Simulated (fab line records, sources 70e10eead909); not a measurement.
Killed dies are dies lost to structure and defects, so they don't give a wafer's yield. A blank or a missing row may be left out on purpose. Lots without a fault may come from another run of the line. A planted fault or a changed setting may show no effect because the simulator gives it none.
Which tool did it? | flow nand_harc | 14 lots, 41 wafers sampled, at 5 steps of a route of 1159

WHAT THE GAUGES READ, wafer by wafer
NHARC_A_ONON_D1_THK_MEAS_21: measures by ellipsometry.
lot  | measured     | on            | thk_nm (nm)
L599 | day 8 07:47  | film_metro-01 | 991 992 991
L600 | day 8 13:05  | film_metro-01 | 998 998 997
L603 | day 8 20:24  | film_metro-01 | 997 996 998
L605 | day 9 12:01  | film_metro-02 | 1008 1010 1009
L606 | day 9 12:01  | film_metro-01 | 1010 1011 1009
L608 | day 10 02:45 | film_metro-01 | 1004 1005 1004
L607 | day 10 02:43 | film_metro-01 | 1009 1009 1010
L611 | day 11 06:32 | film_metro-01 | 1005 1003 1004
L613 | day 11 22:42 | film_metro-02 | 997 996 996
L617 | day 12 14:05 | film_metro-01 | 1779 1779 1781
L618 | day 12 18:53 | film_metro-01 | 1766 1768 1768
L620 | day 13 00:24 | film_metro-01 | 1773 1773
L621 | day 13 09:20 | film_metro-02 | 1004 1005 1006
L622 | day 13 19:16 | film_metro-02 | 989 990 990

NHARC_END_SORT_01.
lot  | measured     | on        | killed_at_array | killed_at_other | killed_at_periphery | killed_dies | killed_open | killed_short
L618 | day 24 04:02 | prober-01 | 677 674 677     | 0 0 0           | 0 3 0               | 677 677 677 | 4 3 1       | 1 5 5

WHICH TOOL RAN EACH LOT (tool, then ch and the chambers of the sampled wafers, then the start)
lot  | NHARC_P_BONDPAD_ACTIVATE_29        | NHARC_A_ZERO_WELL_ETCH_19          | NHARC_A_ONON_D1_DEP_19
L599 | rie_diel-04 ch 0,2,3, day 6 21:28  | rie_diel-07 ch 0,1,2, day 6 23:00  | pecvd_onon-04 ch 0, day 8 07:16
L600 | rie_diel-10 ch 0,1,3, day 7 02:57  | rie_diel-07 ch 0,2,3, day 7 04:26  | pecvd_onon-02 ch 0, day 8 12:34
L603 | rie_diel-04 ch 0,2,3, day 7 11:19  | rie_diel-07 ch 1,3, day 7 12:40    | pecvd_onon-02 ch 0, day 8 19:56
L605 | rie_diel-04 ch 0,1,3, day 8 02:41  | rie_diel-07 ch 0,1,2, day 8 04:03  | pecvd_onon-02 ch 0, day 9 11:31
L606 | rie_diel-04 ch 0,2,3, day 8 04:01  | rie_diel-07 ch 0,3, day 8 05:37    | pecvd_onon-04 ch 0, day 9 11:34
L608 | rie_diel-09 ch 1,2, day 8 13:11    | rie_diel-01 ch 0,2,3, day 8 14:40  | pecvd_onon-04 ch 0, day 10 02:18
L607 | rie_diel-04 ch 0,1,3, day 8 15:47  | rie_diel-12 ch 0,1,3, day 8 17:18  | pecvd_onon-02 ch 0, day 10 02:12
L611 | rie_diel-04 ch 0,3, day 9 21:25    | rie_diel-07 ch 1,3, day 9 22:53    | pecvd_onon-03 ch 0, day 11 06:05
L613 | rie_diel-04 ch 0,1,2, day 10 11:07 | rie_diel-12 ch 0,1,3, day 10 12:36 | pecvd_onon-03 ch 0, day 11 22:11
L617 | rie_diel-04 ch 1,2,3, day 11 03:02 | rie_diel-01 ch 0,2,3, day 11 05:00 | pecvd_onon-04 ch 0, day 12 13:42
L618 | rie_diel-04 ch 1,2,3, day 11 07:28 | rie_diel-01 ch 0,1, day 11 09:02   | pecvd_onon-04 ch 0, day 12 18:26
L620 | rie_diel-04 ch 3, day 11 15:19     | rie_diel-07 ch 2,3, day 11 16:42   | pecvd_onon-04 ch 0, day 12 23:57
L621 | rie_diel-04 ch 1,2,3, day 11 23:43 | rie_diel-12 ch 0,2, day 12 01:13   | pecvd_onon-03 ch 0, day 13 08:56
L622 | rie_diel-04 ch 1,2,3, day 12 04:20 | rie_diel-01 ch 0,1,3, day 12 05:50 | pecvd_onon-03 ch 0, day 13 18:46
- NHARC_P_BONDPAD_ACTIVATE_29: chemistry N2, time 60 s.
- NHARC_A_ZERO_WELL_ETCH_19: etches the open film in N2/H2, target depth 80 nm, overetch 24 nm, time 87.88 s.
- NHARC_A_ONON_D1_DEP_19: target thk 1000 nm.

WHAT THE TOOLS THEMSELVES READ (means of the sampled wafers that have a number; where no wafer has one, the mark that the record gives instead)
NHARC_P_BONDPAD_ACTIVATE_29.
lot  | tool        | drypump_motor_current_A (A) | mfc_ar_sccm (sccm) | oes_product_au (a.u.) | rf_vpp_V (V) | showerhead_plenum_p_Torr (Torr)
L599 | rie_diel-04 | 5.9                         | 0.021              | 1.009                 | 63.7         | 1.73
L600 | rie_diel-10 | 5.5                         | 0.006              | 0.999                 | 63.0         | 1.76
L603 | rie_diel-04 | 5.9                         | 0.021              | 0.998                 | 63.5         | 1.73
L605 | rie_diel-04 | 5.8                         | 0.011              | 1.001                 | 63.7         | 1.79
L606 | rie_diel-04 | 5.9                         | 0.021              | 1.008                 | 64.2         | 1.73
L608 | rie_diel-09 | 5.0                         | 0.027              | 0.997                 | 64.5         | 1.83
L607 | rie_diel-04 | 5.7                         | 0.011              | 0.991                 | 63.4         | 1.79
L611 | rie_diel-04 | 5.8                         | 0.012              | 0.996                 | 63.5         | 1.72
L613 | rie_diel-04 | 5.9                         | 0.020              | 1.000                 | 65.0         | 1.80
L617 | rie_diel-04 | 5.6                         | 0.010              | 1.002                 | 64.4         | 1.73
L618 | rie_diel-04 | 5.7                         | 0.010              | 0.992                 | 63.3         | 1.73
L620 | rie_diel-04 | 5.5                         | 0.002              | 0.994                 | 63.6         | 1.65
L621 | rie_diel-04 | 5.7                         | 0.010              | 1.000                 | 64.0         | 1.73
L622 | rie_diel-04 | 5.6                         | 0.010              | 0.997                 | 64.0         | 1.73

NHARC_A_ZERO_WELL_ETCH_19.
lot  | tool        | drypump_motor_current_A (A) | mfc_ar_sccm (sccm) | oes_product_au (a.u.) | rf_vpp_V (V) | showerhead_plenum_p_Torr (Torr) | throttle_valve_pct (%)
L599 | rie_diel-07 | 5.7                         | 0.015              | 1.009                 | 429.2        | 1.97                            | 14.168
L600 | rie_diel-07 | 5.5                         | 0.020              | 1.004                 | 429.7        | 2.01                            | 14.175
L603 | rie_diel-07 | 5.4                         | 0.009              | 1.011                 | 430.4        | 2.02                            | 14.170
L605 | rie_diel-07 | 5.8                         | 0.015              | 1.004                 | 429.1        | 1.97                            | 14.176
L606 | rie_diel-07 | 5.4                         | 0.020              | 1.000                 | 430.2        | 2.05                            | 14.174
L608 | rie_diel-01 | 5.8                         | 0.007              | 0.985                 | 430.1        | 2.01                            | 14.180
L607 | rie_diel-12 | 5.8                         | 0.007              | 1.000                 | 428.5        | 1.97                            | 14.174
L611 | rie_diel-07 | 5.6                         | 0.005              | 1.019                 | 428.3        | 1.98                            | 14.177
L613 | rie_diel-12 | 5.8                         | 0.007              | 0.993                 | 428.9        | 1.97                            | 14.185
L617 | rie_diel-01 | 5.8                         | 0.007              | 0.990                 | 429.6        | 2.00                            | 14.181
L618 | rie_diel-01 | 5.5                         | 0.015              | 0.999                 | 432.7        | 2.11                            | 14.159
L620 | rie_diel-07 | 5.1                         | 0.013              | 0.996                 | 429.7        | 2.02                            | 14.170
L621 | rie_diel-12 | 5.5                         | 0.003              | 0.989                 | 430.4        | 2.05                            | 14.179
L622 | rie_diel-01 | 5.7                         | 0.014              | 0.994                 | 430.9        | 2.05                            | 14.166

THE ANSWER, worked out from the rows above alone
Rule: what is usual is taken from the lots themselves. Put in order of their means at a reading, lots are off if they are a third of the lots or fewer, leave a main group of 4 or more, and stand apart from it by a gap of 3 or more times the standard deviation of the main group's means; of several such gaps the widest counts. A main group whose means are all the same, to the digits that the tables above print for the reading, isn't used. A lot without any number at a reading at which 4 lots or more have one is off too. The other lots that the step has rows for count as sound. The gauges are gone through in route order, then the tools' own readings, and for those a lot's mean is taken as printed above. The first step at which some lot is off is used, and at that step the reading that is off furthest; a lot without a number counts as furthest.
Off: L617, L618, L620, at NHARC_A_ONON_D1_THK_MEAS_21 (thk_nm). The main group: mean 1001 nm, standard deviation 6.9.
A tool fits if, at a process step before that reading, it ran every lot that is off, and no sound lot after the first of them. The gauges at NHARC_A_ONON_D1_THK_MEAS_21 are tried like those tools. Can't be told from this: 2 tools fit, pecvd_onon-04 at NHARC_A_ONON_D1_DEP_19, film_metro-01 at NHARC_A_ONON_D1_THK_MEAS_21.

WHAT THE SIMULATOR HAD PUT IN
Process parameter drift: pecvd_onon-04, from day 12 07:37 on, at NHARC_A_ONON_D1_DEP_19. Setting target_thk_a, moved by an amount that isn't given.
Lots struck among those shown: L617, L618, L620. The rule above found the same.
